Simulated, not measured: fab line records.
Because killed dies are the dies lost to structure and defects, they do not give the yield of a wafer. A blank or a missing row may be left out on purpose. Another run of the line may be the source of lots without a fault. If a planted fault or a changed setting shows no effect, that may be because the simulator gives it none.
fab line records    flow nandHarc
record: lots: 13  wafers: 38  lastDay: 24
route steps=1159 shown P_CONTACT@249 P_M0@272 P_M1@303
lots that met no fault: taken from a fault-free run of the same line
startH: hours from the record's first day to the start of the lot's first wafer shown    waitH: time in hours since the lot's previous step    " unchanged from the row above    L1.1+2: several wafers, shown together as one row    - either no value or no given start    * or withheld: withheld    < > ~ a bound
route shown NAME@n: names a module that has steps shown in the file, with the first one's number in the route    usual: mean and standard deviation over wafers with no fault    same: alike in all rows    chamber/n: place in a boat    sites: the reading at each site    _std_site: their standard deviation    _edge_site: the outer-site mean with the inner-site mean subtracted    radiusMm: for every site, how far away it sits from the centre of the wafer    mask NAME#n: copy n    behind: the tool/chamber that last shaped the wafer    hold: reason for holding the lot/hours on hold/outcome of the hold    device: whichever transistor did not switch (one of n, p or np)    end of line: the route-end tests of the same wafers    where a step has no rows: the recipe by itself    killed: dies that structure and defects cost at the first sort, which is not the same as the wafer's yield    map: shows each die of a wafer: x if killed, . if not, _ if none is there
set.NAME: the run value of the setting; set.NAME@STEP: its run value at that earlier step    model.NAME: the simulator's own value behind a step, which no gauge read
steps of the route over a sample of lots; a table a step, a row a wafer
services: when a tool's chamber went out of use (startH, in hours from the record's first day, below 0 if earlier), for how many hours, and the reason
== steps ==
step: NHARC_P_CONTACT_CMP_24
recipe: tOverpolishS: 30  targetThkNm: 200
usual: motorCurrentA: 12.2/1.3  overpolishRunS: 30.002/0.0094  timeToEndpointS: 39.8/2.7
lot.wafer  tool    chamber  startH  waitH  motorCurrentA  overpolishRunS  timeToEndpointS
L162.1     cmp-03  3        109.70  0.6    12.1           29.991          41.8
L162.3     "       0        "       "      11.2           30.009          46.1
L162.5     "       2        "       "      11.7           30.000          41.5
L163.1     cmp-04  0        123.37  0.6    12.3           30.004          42.9
L163.4     "       1        "       "      13.2           29.997          39.1
L163.6     "       3        "       "      12.3           29.999          44.9
L164.2     cmp-01  0        123.92  0.6    13.6           30.009          38.1
L164.5     "       2        "       "      13.2           30.009          40.5
L164.6     "       3        "       "      9.9            30.002          42.4
L165.4     cmp-01  2        124.84  0.4    14.2           29.996          39.3
L165.3     "       0        "       "      13.8           29.999          37.7
L165.6     "       2        "       "      13.8           30.010          40.1
L166.2     cmp-01  2        135.04  0.6    13.1           30.005          37.8
L166.3     "       0        "       "      13.9           30.007          37.9
L166.6     "       3        "       "      9.7            30.001          42.4
L167.2     cmp-01  3        135.75  0.6    9.5            29.998          41.1
L167.3     "       0        "       "      13.5           30.005          40.2
L167.6     "       3        "       "      9.9            29.997          46.7
L168.3     cmp-03  1        153.06  0.3    10.9           29.993          43.2
L168.1     "       0        "       "      11.2           30.000          45.2
L168.5     "       1        "       "      12.0           30.008          43.8
L169.4     cmp-01  3        153.55  0.3    9.5            30.010          42.5
L169.3     "       0        "       "      13.9           29.982          38.6
L169.2     "       1        "       "      11.9           30.001          41.6
L171.1     cmp-03  0        180.16  0.5    10.9           29.992          40.4
L171.5     "       0        "       "      10.9           30.000          39.5
L175.1     cmp-03  1        200.77  0.6    11.3           29.991          40.9
L175.2     "       0        "       "      11.7           30.008          41.5
L175.6     "       1        "       "      11.1           30.003          38.8
L179.1     cmp-04  2        216.14  0.6    13.4           30.001          40.0
L179.3     "       3        "       "      11.9           30.003          43.7
L179.4     "       0        "       "      13.6           29.997          36.8
L181.4     cmp-01  2        219.23  0.4    14.2           30.002          38.7
L181.3     "       1        "       "      11.6           29.996          38.9
L181.5     "       3        "       "      9.6            30.009          40.2
L185.3     cmp-04  1        246.12  0.4    13.2           29.990          34.5
L185.2     "       2        "       "      12.7           30.009          37.9
L185.6     "       1        "       "      13.1           30.015          34.8
step: NHARC_P_M0_DEGAS_28
recipe: tempC: 250  timeS: 60
usual: heaterPowerW: 327/20
same: timeS: 60
lot.wafer  tool           chamber  startH  waitH  heaterPowerW
L162.3     pvdSputter-01  -        112.10  -      326
L162.1     "              -        "       "      354
L162.5     "              -        "       "      307
L163.1     pvdSputter-02  -        125.85  -      350
L163.4     "              -        "       "      311
L163.6     "              -        "       "      315
L164.2     pvdSputter-03  -        126.32  -      363
L164.6     "              -        "       "      311
L164.5     "              -        "       "      303
L165.3     pvdSputter-01  -        127.26  -      367
L165.4     "              -        "       "      293
L165.6     "              -        "       "      363
L166.2     pvdSputter-02  -        137.47  -      347
L166.3     "              -        "       "      314
L166.6     "              -        "       "      348
L167.3     pvdSputter-01  -        138.14  -      301
L167.2     "              -        "       "      336
L167.6     "              -        "       "      329
L168.3     pvdSputter-02  -        155.64  -      300
L168.1     "              -        "       "      337
L168.5     "              -        "       "      328
L169.3     pvdSputter-03  -        156.15  -      319
L169.2     "              -        "       "      306
L169.4     "              -        "       "      313
L171.1     pvdSputter-03  -        182.61  -      313
L171.5     "              -        "       "      364
L175.1     pvdSputter-02  -        203.06  -      302
L175.2     "              -        "       "      356
L175.6     "              -        "       "      346
L179.3     pvdSputter-03  -        218.57  -      306
L179.4     "              -        "       "      310
L179.1     "              -        "       "      359
L181.3     pvdSputter-01  -        221.52  -      365
L181.4     "              -        "       "      320
L181.5     "              -        "       "      333
L185.3     pvdSputter-01  -        248.81  -      328
L185.2     "              -        "       "      354
L185.6     "              -        "       "      320
step: NHARC_P_M0_THK_MEAS_24
recipe: thkMeasGauge: xrf
usual: thkNm: 117.2/1.5
lot.wafer  tool          chamber  startH  waitH  thkNm
L162.1     filmMetro-01  -        113.51  -      116.6
L162.3     "             -        "       "      116.0
L162.5     "             -        "       "      117.9
L163.1     filmMetro-01  -        127.24  -      119.0
L163.4     "             -        "       "      112.9
L163.6     "             -        "       "      116.8
L164.2     filmMetro-01  -        127.72  -      119.2
L164.5     "             -        "       "      116.4
L164.6     "             -        "       "      118.6
L165.3     filmMetro-02  -        128.68  -      115.1
L165.4     "             -        "       "      115.7
L165.6     "             -        "       "      116.3
L166.2     filmMetro-02  -        138.88  -      117.8
L166.3     "             -        "       "      115.6
L166.6     "             -        "       "      115.6
L167.2     filmMetro-02  -        139.55  -      117.3
L167.3     "             -        "       "      116.5
L167.6     "             -        "       "      117.6
L168.1     filmMetro-01  -        157.03  -      116.5
L168.3     "             -        "       "      114.3
L168.5     "             -        "       "      115.2
L169.2     filmMetro-02  -        157.56  -      113.7
L169.3     "             -        "       "      118.1
L169.4     "             -        "       "      117.0
L171.1     filmMetro-01  -        184.00  -      116.9
L171.5     "             -        "       "      118.5
L175.1     filmMetro-02  -        204.49  -      118.9
L175.2     "             -        "       "      119.6
L175.6     "             -        "       "      120.7
L179.1     filmMetro-01  -        220.26  -      118.5
L179.3     "             -        "       "      117.1
L179.4     "             -        "       "      116.7
L181.3     filmMetro-01  -        222.91  -      118.1
L181.4     "             -        "       "      115.4
L181.5     "             -        "       "      118.7
L185.2     filmMetro-02  -        250.21  -      118.6
L185.3     "             -        "       "      115.9
L185.6     "             -        "       "      116.8
step: NHARC_P_M1_ETCH_28
recipe: targetDepthA: 300  overEtchFrac: 0.3  timeS: 72.99  ionEnergyEv: 150  cf4FlowSccm: 50  n2FlowSccm: 100  arFlowSccm: 150  rfW: 300  biasW: 100  chemistry: CF4/N2
usual: cf4FlowSccm: 50.01/0.13  drypumpMotorCurrentA: 5.7/0.38  oesProductAu: 1.003/0.014  rfVppV: 315.2/1.8  showerheadPlenumPTorr: 2.68/0.088  throttleValvePct: 19.795/0.0094
same: timeS: 72.99
lot.wafer  tool        chamber  startH  waitH  cf4FlowSccm  drypumpMotorCurrentA  oesProductAu  rfHoursCounterH  rfVppV  showerheadPlenumPTorr  throttleValvePct
L162.3     rieDiel-12  0        115.85  -      49.99        6.4                   1.011         2                317.1   2.81                   19.789
L162.1     "           2        "       "      50.03        5.4                   0.985         2                316.0   2.63                   19.802
L162.5     "           0        "       "      49.98        6.4                   1.025         -                317.1   2.81                   19.796
L163.1     rieDiel-12  0        129.78  -      49.70        6.4                   1.006         3                316.8   2.80                   19.792
L163.4     "           3        "       "      50.14        5.4                   1.001         -                317.1   2.77                   19.815
L163.6     "           2        "       "      49.86        5.4                   0.982         -                314.3   2.63                   19.797
L164.2     rieDiel-12  2        130.46  -      50.05        5.4                   0.986         3                315.2   2.63                   19.781
L164.6     "           3        "       "      49.89        5.4                   0.998         -                317.4   2.77                   19.793
L164.5     "           0        "       "      49.98        6.4                   1.013         -                318.2   2.81                   19.794
L165.3     rieDiel-01  0        131.15  -      49.85        6.4                   0.994         12               318.6   2.82                   19.801
L165.6     "           1        "       "      49.92        5.5                   0.995         -                314.4   2.64                   19.788
L165.4     "           0        "       "      49.94        6.4                   0.993         -                316.9   2.82                   19.795
L166.2     rieDiel-06  1        141.20  -      50.12        5.6                   0.998         5                313.1   2.58                   19.784
L166.3     "           3        "       "      49.94        5.6                   1.018         5                314.2   2.62                   19.797
L166.6     "           2        "       "      50.01        5.2                   1.012         -                314.8   2.75                   19.790
L167.3     rieDiel-06  2        142.00  -      49.85        5.2                   1.018         6                316.9   2.75                   19.809
L167.2     "           3        "       "      49.87        5.7                   1.023         5                313.0   2.62                   19.803
L167.6     "           2        "       "      50.00        5.2                   1.022         -                316.8   2.75                   19.792
L168.1     rieDiel-12  2        159.24  -      50.16        5.4                   0.994         4                314.8   2.63                   19.807
L168.3     "           0        "       "      49.94        6.4                   1.009         4                317.6   2.80                   19.793
L168.5     "           2        "       "      50.04        5.4                   0.994         -                313.9   2.63                   19.798
L169.2     rieDiel-12  1        160.25  -      50.10        6.1                   1.006         3                313.4   2.54                   19.796
L169.4     "           2        "       "      50.11        5.4                   0.987         4                314.8   2.63                   19.790
L169.3     "           3        "       "      50.16        5.4                   0.995         3                316.3   2.77                   19.800
L171.1     rieDiel-12  1        186.37  -      50.07        6.1                   1.014         3                312.9   2.54                   19.797
L171.5     "           3        "       "      50.09        5.4                   0.804         -                316.6   2.77                   19.797
L175.2     rieDiel-06  1        206.72  -      50.13        5.6                   1.006         8                313.7   2.58                   19.807
L175.1     "           0        "       "      49.76        5.5                   1.001         7                315.3   2.69                   19.815
L175.6     "           1        "       "      50.05        5.7                   0.996         -                312.5   2.58                   19.810
L179.4     rieDiel-06  1        222.48  -      50.12        5.6                   0.997         9                313.9   2.58                   19.793
L179.3     "           2        "       "      49.88        5.2                   1.018         10               316.7   2.75                   19.803
L179.1     "           0        "       "      50.08        5.5                   1.002         8                314.0   2.69                   19.779
L181.4     rieDiel-06  1        225.27  -      49.97        5.6                   1.012         9                312.4   2.58                   19.782
L181.3     "           3        "       "      50.21        5.7                   1.038         9                313.5   2.62                   19.795
L181.5     "           1        "       "      49.84        5.6                   0.993         -                313.0   2.58                   19.797
L185.2     rieDiel-06  2        252.44  -      50.31        5.2                   1.003         1                316.5   2.75                   19.808
L185.3     "           1        "       "      50.13        5.6                   1.003         0                312.1   2.58                   19.787
L185.6     "           3        "       "      50.05        5.6                   1.036         -                314.7   2.62                   19.786
== services ==
tool           chamber  startH  hours  kind
rieDiel-12     3        94.92   20.1   repair
pvdSputter-03  -        102.00  10.0   pm
cmp-01         -        103.82  1.6    repair
cmp-04         -        105.00  4.0    pm
cmp-03         -        120.14  1.7    repair
rieDiel-12     1        122.14  21.0   repair
cmp-03         -        123.03  2.0    repair
cmp-03         -        126.11  3.4    repair
cmp-01         -        128.62  0.5    repair
cmp-04         -        136.58  0.3    repair
rieDiel-12     -        138.51  0.4    repair
cmp-04         -        155.91  4.0    repair
cmp-03         -        157.70  4.0    pm
pvdSputter-01  -        158.00  10.0   pm
pvdSputter-02  -        161.85  10.6   repair
cmp-03         -        175.02  2.9    repair
cmp-01         -        179.63  4.0    pm
cmp-03         -        189.99  1.3    repair
rieDiel-12     -        202.42  9.0    pm
cmp-04         -        203.00  4.0    pm
rieDiel-06     -        212.17  0.3    repair
pvdSputter-02  -        214.03  10.0   pm
cmp-03         -        235.58  1.7    repair
rieDiel-06     -        241.20  9.0    pm
== key ==
firstSign: step: NHARC_P_M1_ETCH_28  reading: oesProductAu  direction: down  sigmas: 14  usual: 1.003  struck: 0.804
effect none on later readings
metAt NHARC_P_M1_ETCH_28
struckLots L171
struckWafers L171.5
sortLeftOut L171.5
notActingAt NHARC_P_CONTACT_CMP_24,NHARC_P_M0_DEGAS_28,NHARC_P_M0_THK_MEAS_24
onsetBetween 160.25 186.37
fault: kind: processParameterDrift  tool: rieDiel-12  chamber: -  onsetH: 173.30  steps: NHARC_P_M1_ETCH_28  channel: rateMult  offset: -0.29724  shape: step  endH: 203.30  scope: struckWafersOnly
sortLeftOut: the simulated sort isn't trusted on such a fault, so these wafers' sort isn't shown, and their yield isn't known
